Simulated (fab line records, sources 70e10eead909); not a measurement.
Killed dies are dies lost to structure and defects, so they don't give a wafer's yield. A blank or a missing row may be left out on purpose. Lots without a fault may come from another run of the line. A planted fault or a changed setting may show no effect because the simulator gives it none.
fab line records | flow nand_harc
record lots=14 wafers=42 last_day=33
route steps=1302 shown A_CHANNEL_HOLE_D1@472 A_CHANNEL_FILL_D1@507 A_DECK1_JOINT@537
lots that met no fault: from a run of the same line without faults
start_h: hours from the record's first day to the start of the lot's first wafer shown | wait_h: hours since the lot's step before | " the same as in the row above | L1.1+2: a row that stands for several wafers | - no value, or no start given | * or withheld: withheld | < > ~ a bound
route shown NAME@n: a module of which the file shows steps, and the number in the route of the first | usual: mean/standard deviation of fault-free wafers | same: alike in all rows | chamber/n: place in a boat | sites: the reading at each site | _std_site: their standard deviation | _edge_site: outer sites' mean less inner sites' | radius_mm: how far each site lies from the wafer's centre | mask NAME#n: copy n | behind: the tool/chamber that last shaped the wafer | hold: why the lot was held/for how many hours/how that ended | device: the transistor (n, p or np) that didn't switch | end of line: the same wafers' tests at the end of the route | a step without rows: its recipe alone | killed: dies lost to structure and defects at the first sort, not the wafer's yield | map: a wafer's dies, x killed, . not, _ none there
set.NAME: the setting as run; set.NAME@STEP: as run at that earlier step | model.NAME: the simulator's own value behind a step, which no gauge read
steps of the route over a sample of lots; a table a step, a row a wafer
services: from which hour (start_h, from the record's first day; less than 0 if before it) a tool's chamber was out of use, for how many hours, and why
## steps
# step NHARC_A_CHANNEL_HOLE_D1_ETCH_20
# recipe bias_v=3000 source_w=withheld pressure_mtorr=20 time_s=361.9 ar_flow_sccm=375 c4f8_flow_sccm=89.3 o2_flow_sccm=35.7 temp_c=-20 target_depth_a=16000 chemistry=C4F8/O2/Ar
# usual c4f8_flow_sccm=89.31/0.25 drypump_motor_current_A=5.85/0.11 showerhead_plenum_p_Torr=3.61/0.13 temp_c=-20.00/0.093 throttle_valve_pct=32.154/0.009
# columns lot.wafer tool chamber start_h wait_h c4f8_flow_sccm drypump_motor_current_A rf_hours_counter_h showerhead_plenum_p_Torr temp_c throttle_valve_pct
L367.2 har_etch-02 1 186.41 0.1 89.35 5.96 295 3.53 -19.97 32.144
L367.3 " 0 " " 89.81 5.84 - 3.55 -19.95 32.167
L367.6 " 1 " " 89.38 5.98 - 3.53 -19.97 32.161
L368.1 har_etch-01 1 189.73 0.1 89.46 5.67 92 3.71 -20.00 32.141
L368.3 " 1 " " 89.30 5.65 - 3.71 -19.79 32.166
L368.6 " 1 " " 89.32 5.67 - 3.71 -19.96 32.152
L369.3 har_etch-02 1 202.94 0.2 89.42 5.98 - 3.52 -20.02 32.157
L369.6 " 0 " " 89.01 5.86 - 3.54 -20.07 32.157
L369.5 " 1 " " 89.33 5.99 - 3.52 -20.04 32.158
L370.1 har_etch-01 0 218.03 0.1 89.10 5.79 107 3.72 -20.08 32.147
L370.3 " 1 " " 89.72 5.66 - 3.70 -19.95 32.152
L370.5 " 1 " " 89.47 5.68 - 3.70 -20.05 32.141
L378.1 har_etch-01 1 288.23 0.1 88.64 5.67 148 3.68 -19.91 32.148
L378.2 " 0 " " 88.92 5.83 148 3.70 -20.22 32.160
L378.6 " 0 " " 89.23 5.86 - 3.70 -20.08 32.172
L379.2 har_etch-02 0 302.87 0.1 89.57 5.88 360 3.51 -20.13 32.155
L379.3 " 0 " " 89.64 5.86 - 3.51 -20.06 32.148
L379.4 " 1 " " 89.26 5.99 - 3.49 -20.05 32.145
L383.2 har_etch-02 0 345.94 0.1 89.39 5.88 379 3.50 -19.95 32.164
L383.1 " 1 " " 89.53 5.98 379 3.48 -20.03 32.164
L383.6 " 1 " " 89.71 5.95 - 3.48 -20.08 32.150
L384.2 har_etch-02 0 358.16 0.1 89.19 5.88 391 3.50 -20.01 32.134
L384.4 " 0 " " 89.05 5.88 - 3.50 -19.97 32.154
L384.5 " 1 " " 89.46 5.98 - 3.48 -19.88 32.141
L385.2 har_etch-02 1 369.94 0.1 89.50 5.98 398 3.47 -19.88 32.161
L385.5 " 1 " " 89.28 5.96 - 3.47 -19.87 32.160
L385.6 " 0 " " 89.29 5.86 - 3.49 -20.15 32.151
L386.1 har_etch-02 1 376.70 0.1 89.74 5.97 402 3.47 -20.03 32.161
L386.5 " 0 " " 89.52 5.85 - 3.49 -19.98 32.169
L386.6 " 1 " " 89.38 5.98 - 3.47 -19.96 32.162
L387.1 har_etch-01 0 385.91 0.1 88.81 5.78 206 3.67 -20.31 32.157
L387.3 " 0 " " 89.11 5.82 - 3.67 -19.96 32.159
L387.6 " 0 " " 88.89 5.78 - 3.67 -20.09 32.157
L388.2 har_etch-01 1 394.29 0.1 89.31 5.66 213 3.65 -20.08 32.156
L388.1 " 0 " " 89.45 5.80 213 3.66 -20.02 32.144
L388.3 " 1 " " 89.58 5.67 - 3.65 -20.01 32.167
L389.1 har_etch-02 0 397.81 0.1 89.11 5.86 0 3.93 -19.85 32.144
L389.2 " 1 " " 89.28 5.95 0 3.93 -20.08 32.152
L389.6 " 1 " " 89.25 5.96 - 3.93 -19.91 32.148
L390.2 har_etch-02 0 407.62 0.1 89.15 5.87 8 3.93 -19.91 32.144
L390.1 " 1 " " 89.21 5.96 8 3.93 -20.04 32.143
L390.3 " 1 " " 89.65 5.95 - 3.93 -20.09 32.148
# step NHARC_A_CHANNEL_HOLE_D1_STRIP_27
# recipe o2_flow_sccm=500 ar_flow_sccm=0 bias_w=0 chemistry=O2
# usual drypump_motor_current_A=5.7/0.38 oes_product_au=1.000/0.0094 rf_vpp_V=57.6/0.94 showerhead_plenum_p_Torr=3.49/0.16 throttle_valve_pct=17.035/0.0095
# columns lot.wafer tool chamber start_h wait_h drypump_motor_current_A oes_product_au rf_hours_counter_h rf_vpp_V showerhead_plenum_p_Torr throttle_valve_pct
L367.2 rie_diel-05 1 - - 6.1 1.006 44 56.9 3.36 17.036
L367.3 " 2 " " 5.4 1.001 38 58.0 3.55 17.036
L367.6 " 0 " " 5.7 0.995 - 58.4 3.53 17.035
L368.1 rie_diel-12 1 - - 6.2 1.005 25 58.6 3.59 17.032
L368.3 " 2 " " 5.6 1.009 26 57.0 3.59 17.039
L368.6 " 3 " " 6.1 1.024 - 56.0 3.37 17.030
L369.3 rie_diel-05 2 - - 5.4 1.003 43 56.5 3.55 17.024
L369.5 " 0 " " 5.7 0.998 - 58.8 3.53 17.032
L369.6 " 1 " " 6.2 1.002 - 56.5 3.35 17.024
L370.3 rie_diel-08 3 - - 5.7 1.001 3 55.8 3.31 17.050
L370.1 " 2 " " 5.4 1.006 3 57.0 3.59 17.038
L370.5 " 0 " " 5.2 0.997 - 58.6 3.74 17.024
L378.1 rie_diel-08 1 - - 6.2 0.987 10 57.7 3.31 17.027
L378.2 " 3 " " 5.7 1.002 10 58.5 3.31 17.011
L378.6 " 2 " " 5.4 1.001 - 58.3 3.59 17.055
L379.3 rie_diel-08 0 - - 5.2 1.015 11 56.5 3.73 17.033
L379.4 " 1 " " 6.2 0.989 11 59.0 3.31 17.051
L379.2 " 2 " " 5.3 1.008 11 58.6 3.59 17.034
L383.2 rie_diel-12 3 - - 6.2 0.996 26 57.1 3.34 17.029
L383.1 " 0 " " 6.2 1.023 18 57.5 3.42 17.036
L383.6 " 1 " " 6.2 0.994 - 58.1 3.57 17.026
L384.4 rie_diel-12 2 - - 5.6 1.005 30 58.8 3.56 17.026
L384.2 " 0 " " 6.2 1.009 23 57.3 3.42 17.035
L384.5 " 1 " " 6.2 1.004 - 57.1 3.56 17.048
L385.2 rie_diel-12 3 - - 6.1 0.990 35 58.1 3.34 17.041
L385.5 " 0 " " 6.2 1.006 - 58.3 3.41 17.043
L385.6 " 1 " " 6.2 0.998 - 58.0 3.56 17.032
L386.1 rie_diel-08 1 - - 6.2 1.002 0 56.6 3.31 17.016
L386.5 " 3 " " 5.7 1.004 - 56.5 3.31 17.036
L386.6 " 0 " " 5.2 1.008 - 59.1 3.73 17.030
L387.3 rie_diel-05 2 - - 5.3 0.980 50 57.5 3.52 17.046
L387.1 " 0 " " 5.7 0.985 47 58.2 3.50 17.038
L387.6 " 2 " " 5.4 0.999 - 56.6 3.52 17.025
L388.3 rie_diel-08 1 - - 6.2 0.997 3 57.5 3.31 17.054
L388.2 " 2 " " 5.4 0.992 2 57.2 3.59 17.027
L388.1 " 0 " " 5.2 0.997 3 58.4 3.73 17.040
L389.1 rie_diel-08 3 - - 5.7 1.003 2 56.5 3.30 17.039
L389.2 " 0 " " 5.2 1.011 3 56.7 3.73 17.025
L389.6 " 3 " " 5.7 0.999 - 55.1 3.31 17.030
L390.3 rie_diel-08 0 - - 5.2 1.010 4 59.6 3.73 17.037
L390.1 " 2 " " 5.4 0.995 3 57.0 3.58 17.029
L390.2 " 3 " " 5.7 0.988 3 58.7 3.31 17.040
# step NHARC_A_CHANNEL_FILL_D1_ALD_25
# recipe target_thk_a=600 pulse_time_s=10 ald_cycles=600 temp_c=300 material=SiOx
# usual heater_power_w=454/40 precursor_pulse_height_rel=1.000/0.019
# columns lot.wafer tool chamber start_h wait_h heater_power_w precursor_pulse_height_rel
L367.2 ald_hk-03 3 233.13 0.1 394 0.988
L367.3 " 0 " " 490 1.025
L367.6 " 0 236.22 3.1 483 1.008
L368.1 ald_hk-01 2 233.76 0.7 467 0.979
L368.3 " 0 235.01 1.9 433 0.970
L368.6 " 1 " " 491 0.994
L369.3 ald_hk-03 2 248.99 2.5 500 1.001
L369.6 " 0 251.45 5.0 481 0.999
L369.5 " 1 252.69 6.2 416 0.994
L370.3 ald_hk-03 3 262.70 0.7 378 0.996
L370.1 " 1 263.95 1.9 416 0.984
L370.5 " 2 " " 504 1.042
L378.1 ald_hk-03 0 332.79 1.3 488 1.014
L378.2 " 1 " " 429 1.002
L378.6 " 2 " " 505 1.007
L379.2 ald_hk-03 3 344.66 0.1 387 1.021
L379.4 " 0 " " 489 0.986
L379.3 " 1 " " 423 0.994
L383.1 ald_hk-02 3 387.43 0.1 467 0.994
L383.2 " 2 389.28 1.9 444 0.992
L383.6 " 0 390.51 3.1 404 1.006
L384.4 ald_hk-02 1 400.62 0.0 496 1.007
L384.2 " 0 402.47 1.9 397 0.976
L384.5 " 2 403.70 3.1 418 1.035
L385.2 ald_hk-03 2 419.15 1.9 495 0.973
L385.5 " 3 " " 395 0.995
L385.6 " 0 " " 491 0.986
L386.1 ald_hk-02 1 421.63 0.1 488 1.023
L386.5 " 1 424.09 2.5 493 1.006
L386.6 " 2 " " 437 1.023
L387.1 ald_hk-03 2 428.48 0.7 495 1.025
L387.3 " 3 " " 394 0.994
L387.6 " 1 430.31 2.5 436 0.975
L388.1 ald_hk-02 0 436.72 0.1 411 1.005
L388.2 " 1 " " 504 1.025
L388.3 " 3 438.54 1.9 475 1.016
L390.1 ald_hk-02 3 447.73 0.7 478 0.970
L390.3 " 0 " " 412 1.004
L390.2 " 1 " " 496 0.991
L389.2 ald_hk-01 1 447.84 0.8 510 0.990
L389.1 " 2 " " 458 1.027
L389.6 " 0 449.72 2.6 448 1.009
# step NHARC_A_DECK1_JOINT_ANNEAL_28
# recipe temp_c=500 time_s=1800 idle_temp_c=400 ramp_up_c_per_min=10 densification_p_h2o_torr=640
# usual densification_p_h2o_torr=639.9/1.1 ramp_up_c_per_min=9.9998/0.0018
# columns lot.wafer tool chamber start_h wait_h densification_p_h2o_torr ramp_up_c_per_min
L367.2 furnace-06 0 274.45 4.9 639.9 9.9973
L367.3 " 0 " " 641.1 10.001
L367.6 " 0 " " 639.5 9.9994
L368.1 furnace-06 0 274.45 4.9 641.7 10.002
L368.3 " 0 " " 641.6 9.9964
L368.6 " 0 " " 641.5 10.000
L369.3 furnace-06 0 294.52 2.6 640.2 9.9999
L369.5 " 0 " " 639.0 9.9982
L369.6 " 0 " " 641.3 9.9972
L370.1 furnace-06 0 301.97 2.6 640.4 9.9985
L370.3 " 0 " " 642.5 10.000
L370.5 " 0 " " 640.3 10.000
L378.1 furnace-08 - 370.25 3.7 - -
L378.2 " - " " - -
L378.6 " - " " - -
L379.2 furnace-01 - 383.58 4.4 - -
L379.3 " - " " - -
L379.4 " - " " - -
L383.1 furnace-08 0 427.82 3.7 640.3 10.001
L383.2 " 0 " " 639.5 10.000
L383.6 " 0 " " 641.5 10.003
L384.2 furnace-08 0 439.85 3.7 638.2 9.9999
L384.4 " 0 " " 638.9 10.000
L384.5 " 0 " " 639.2 10.002
L385.2 furnace-01 0 458.33 3.2 640.5 9.9991
L385.5 " 0 " " 639.4 9.9986
L385.6 " 0 " " 639.5 10.000
L386.1 furnace-01 0 458.33 3.2 638.1 10.000
L386.5 " 0 " " 638.6 10.001
L386.6 " 0 " " 639.7 10.001
L387.1 furnace-08 0 479.95 6.6 639.7 9.9992
L387.3 " 0 " " 641.7 10.002
L387.6 " 0 " " 640.2 9.9980
L388.1 furnace-08 0 479.95 6.6 642.2 9.9998
L388.2 " 0 " " 640.5 10.000
L388.3 " 0 " " 641.0 10.003
L389.1 furnace-06 0 490.63 2.6 639.0 9.9990
L389.2 " 0 " " 641.5 9.9988
L389.6 " 0 " " 639.5 10.001
L390.1 furnace-06 0 490.63 2.6 640.8 9.9998
L390.2 " 0 " " 639.6 10.001
L390.3 " 0 " " 640.8 9.9989
## services
# columns tool chamber start_h hours kind
rie_diel-12 - 163.55 1.8 repair
ald_hk-02 - 170.43 10.0 pm
rie_diel-08 - 175.21 1.2 repair
ald_hk-03 - 176.04 1.7 repair
rie_diel-08 3 181.82 10.5 repair
rie_diel-08 - 190.89 9.0 pm
ald_hk-03 - 192.01 1.0 repair
ald_hk-03 - 214.01 10.0 pm
rie_diel-08 1 246.68 5.4 repair
ald_hk-03 - 291.66 4.3 repair
rie_diel-08 2 297.66 5.6 repair
ald_hk-03 - 312.89 0.5 repair
ald_hk-03 - 329.52 1.4 repair
rie_diel-08 2 331.28 20.0 repair
rie_diel-08 3 335.12 5.8 repair
ald_hk-02 - 348.43 10.0 pm
ald_hk-03 - 360.10 2.8 repair
har_etch-02 - 366.35 0.4 repair
rie_diel-08 - 367.90 9.0 pm
har_etch-02 - 380.70 17.0 pm
furnace-08 - 392.39 1.2 repair
furnace-06 - 458.03 8.9 repair
rie_diel-08 2 472.47 9.9 repair
furnace-08 - 480.62 26.0 pm
## key
first_sign step=NHARC_A_DECK1_JOINT_ANNEAL_28 reading=tool_record direction=missing
effect none on later readings
met_at NHARC_A_DECK1_JOINT_ANNEAL_28
struck_lots L378,L379
later_rows_left_out L378.1,L378.2,L378.6,L379.2,L379.3,L379.4
sort_left_out L378.1,L378.2,L378.6,L379.2,L379.3,L379.4
tester_left_out L378,L379
not_acting_at NHARC_A_CHANNEL_HOLE_D1_ETCH_20,NHARC_A_CHANNEL_HOLE_D1_STRIP_27,NHARC_A_CHANNEL_FILL_D1_ALD_25
fault kind=skipped_step_whole tool=furnace-01,furnace-08 chamber=- onset_h=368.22 steps=NHARC_A_DECK1_JOINT_ANNEAL_28 scope=struck_lots_only
# tester_left_out: of these lots the tester's yield and bins aren't shown, on N5 and GAA mostly nor the transistor test; their killed dies are dies lost to structure and defects alone, not to doping, threshold or leakage, so they don't give the yield
# sort_left_out: the simulated sort isn't trusted on such a fault, so these wafers' sort isn't shown, and their yield isn't known
# later_rows_left_out: the simulator's readings of these wafers behind a module that went badly wrong aren't trusted and aren't shown, but for the sort
